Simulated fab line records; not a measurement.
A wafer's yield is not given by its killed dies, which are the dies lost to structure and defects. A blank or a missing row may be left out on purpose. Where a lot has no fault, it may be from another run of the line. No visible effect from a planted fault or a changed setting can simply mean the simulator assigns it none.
Matching of chambers :: flow n5_finfet :: N5_BEOL_M3_PECVD_72 on pecvd-03: 3 sister chambers
The step deposits SiO2 from TEOS/O2, target thk 16 nm, time 18 s. 3 wafers are shown with their chamber, then 10 later ones without.

== WAFERS PAIRED WITH THEIR CHAMBERS ==
wafer: L084.6
chamber: 2
throttle_valve_pct (%): 20.3

wafer: L087.5
chamber: 1
throttle_valve_pct (%): 23.6

wafer: L085.5
chamber: 0
throttle_valve_pct (%): 27.3

== WAFERS WHOSE CHAMBER IS MISSING ==
wafer: L085.6
throttle_valve_pct (%): 23.3

wafer: L089.2
throttle_valve_pct (%): 27.3

wafer: L089.3
throttle_valve_pct (%): 20.3

wafer: L089.5
throttle_valve_pct (%): 24.0

wafer: L088.3
throttle_valve_pct (%): 20.5

wafer: L088.5
throttle_valve_pct (%): 23.5

wafer: L088.6
throttle_valve_pct (%): 27.2

wafer: L095.2
throttle_valve_pct (%): 23.8

wafer: L095.4
throttle_valve_pct (%): 20.3

wafer: L095.5
throttle_valve_pct (%): 27.2

== EACH ONE'S CHAMBER ==
wafer: L085.6
from the rows above: 1
in truth: 1

wafer: L089.2
from the rows above: 0
in truth: 0

wafer: L089.3
from the rows above: 2
in truth: 2

wafer: L089.5
from the rows above: 1
in truth: 1

wafer: L088.3
from the rows above: 2
in truth: 2

wafer: L088.5
from the rows above: 1
in truth: 1

wafer: L088.6
from the rows above: 0
in truth: 0

wafer: L095.2
from the rows above: 1
in truth: 1

wafer: L095.4
from the rows above: 2
in truth: 2

wafer: L095.5
from the rows above: 0
in truth: 0
10 of 10 placed correctly. Number that these rows cannot place: 0. Wrongly placed: 0.
How it was worked out, from the rows above alone: a wafer's distance from a chamber is the root of the sum, over the readings, of the square of ((its reading less the chamber's mean) divided by the reading's scatter). The wafer belongs to the nearest chamber; if the next one is less than 2 further off, it can't be placed. The mean given for a chamber averages the wafers shown for that chamber. The scatter: root of mean squared gap, hidden wafer to nearest shown wafer, with one shown wafer a chamber.
